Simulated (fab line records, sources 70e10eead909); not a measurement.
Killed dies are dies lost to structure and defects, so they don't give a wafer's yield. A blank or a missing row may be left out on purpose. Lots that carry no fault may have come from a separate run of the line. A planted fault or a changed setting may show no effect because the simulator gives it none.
Struck lot and sound lot, side by side    flow nand harc    15 steps out of a route of 1302
Sound: wafers L943.1, L943.4, L943.6. Wafers struck: L953.1, L953.3, L953.5. The cause comes at the end.
At each step with rows: each side's tool, then ch and its chambers, then its first start. Under that, the readings that differ: sound wafers    struck wafers    difference of the means    sigmas: that difference in standard deviations of wafers without a fault.
alike: same words and numbers on both sides, and readings whose means sit less than 2 such deviations apart. not compared: any withheld reading, any reading some wafer has no value for, any bound like >300 that may hide the same value, and any number with overlapping values for which the record gives no deviation.
Wherever a step has rows on one side only, a row that says differs or no value, or a row with sigmas, the two part there. When numbers do not overlap yet have no deviation, they are printed without sigmas and do not part them. Lack of a reading on every wafer of one side parts them only where that side has two or more wafers.

NHARC_A_CONTACT_INSPECT_71:
  sound on defect inspect-01 at day 22 22:37; struck on defect inspect-02 at day 28 02:04
  alike: raw defect count
then, 1 step without rows for these wafers: NHARC_A_CONTACT_DESCUM_74 (chemistry O2, time 3 s).
NHARC_A_CONTACT_ETCH_75: etches the open film in CF4, target depth 39 nm, time 65 s.
  sound on rie diel-03 ch 0,2, day 22 22:46; struck on rie diel-13 ch 0,1,3, day 28 05:32
  alike: bias w, cf4 flow sccm, drypump motor current A, oes product au, rf vpp V, showerhead plenum p Torr, throttle valve pct
  not compared: rf hours counter h
then, 2 steps without rows for these wafers: NHARC_A_CONTACT_ETCH_76 (etches the open film in N2/H2, target depth 260 nm, time 475.3 s); NHARC_A_CONTACT_ETCH_77 (etches the open film in CF4/CHF3, target depth 108.9 nm, time 54.5 s).
NHARC_A_CONTACT_ETCH_78: etches the open film in O2/COS, target depth 5300 nm, time 1378 s.
  sound: rie diel-03 ch 0,1,3; struck: rie diel-13 ch 0,1,2
  alike: bias w, chamber pressure mTorr, drypump motor current A, oes product au, rf vpp V, showerhead plenum p Torr, throttle valve pct
  not compared: rf hours counter h
then, 3 steps without rows for these wafers: NHARC_A_CONTACT_ETCH_124 (etches the open film in C4F8/O2/Ar, time 140 s, target depth 700 nm); NHARC_A_CONTACT_ETCH_125 (etches the open film in C4F8/O2/Ar, time 197 s, target depth 1918 nm); NHARC_A_CONTACT_ETCH_126 (etches the open film in C4F8/O2/Ar, time 197 s, target depth 1918 nm).
NHARC_A_CONTACT_ETCH_127: etches the open film in C4F8/O2/Ar, time 197 s, target depth 1918 nm.
  sound on har cap etch-02 ch 0,1, day 23 00:47; struck on har cap etch-02 ch 0, day 28 07:34
  alike: chamber pressure mTorr, oes air line au
  not compared: rf hours counter h
NHARC_A_CONTACT_ETCH_128: etches the open film in C4F8/O2/Ar, time 197 s, target depth 1918 nm.
  sound on har cap etch-02 ch 0,1, day 23 00:57; struck on har cap etch-02 ch 0, day 28 07:45
  alike: chamber pressure mTorr, oes air line au
  not compared: rf hours counter h
NHARC_A_CONTACT_ETCH_129: etches the open film in C4F8/O2/Ar, time 197 s, target depth 1918 nm.
  sound on har cap etch-02 ch 0,1, day 23 01:08; struck on har cap etch-02 ch 0, day 28 07:55
  alike: chamber pressure mTorr, oes air line au
  not compared: rf hours counter h
NHARC_A_CONTACT_ETCH_130: etches the open film in C4F8/O2/Ar, time 197 s, target depth 1918 nm.
  sound on har cap etch-02 ch 0,1, day 23 01:19; struck on har cap etch-02 ch 0, day 28 08:06
  no value came back on the struck wafers for chamber pressure mTorr (mTorr), oes air line au (a.u.), time s (s); on the sound wafers chamber pressure mTorr (mTorr) reads 20.006 20.013 19.985
  not compared: rf hours counter h
then, 1 step without rows for these wafers: NHARC_A_CONTACT_ETCH_131 (etches the open film in C4F8/O2/Ar, time 197 s, target depth 1918 nm).
-- the record jumps here: 3 days lie between the struck wafers' starts before and after (it left off in module A_CONTACT and takes up again in module END, whose first step shown is number 1302 of the route) --
NHARC_END_SORT_01:
  only the struck wafers appear in the record here, on prober-01 ch 0 at day 30 20:32; the sound ones have no rows

WHERE THEY PART
Earliest at NHARC_A_CONTACT_ETCH_130; latest, in this record, at NHARC_END_SORT_01.

WHY: the cause the simulator had injected
Skipped step whole: har cap etch-02, from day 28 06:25 on, at NHARC_A_CONTACT_ETCH_130. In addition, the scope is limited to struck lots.
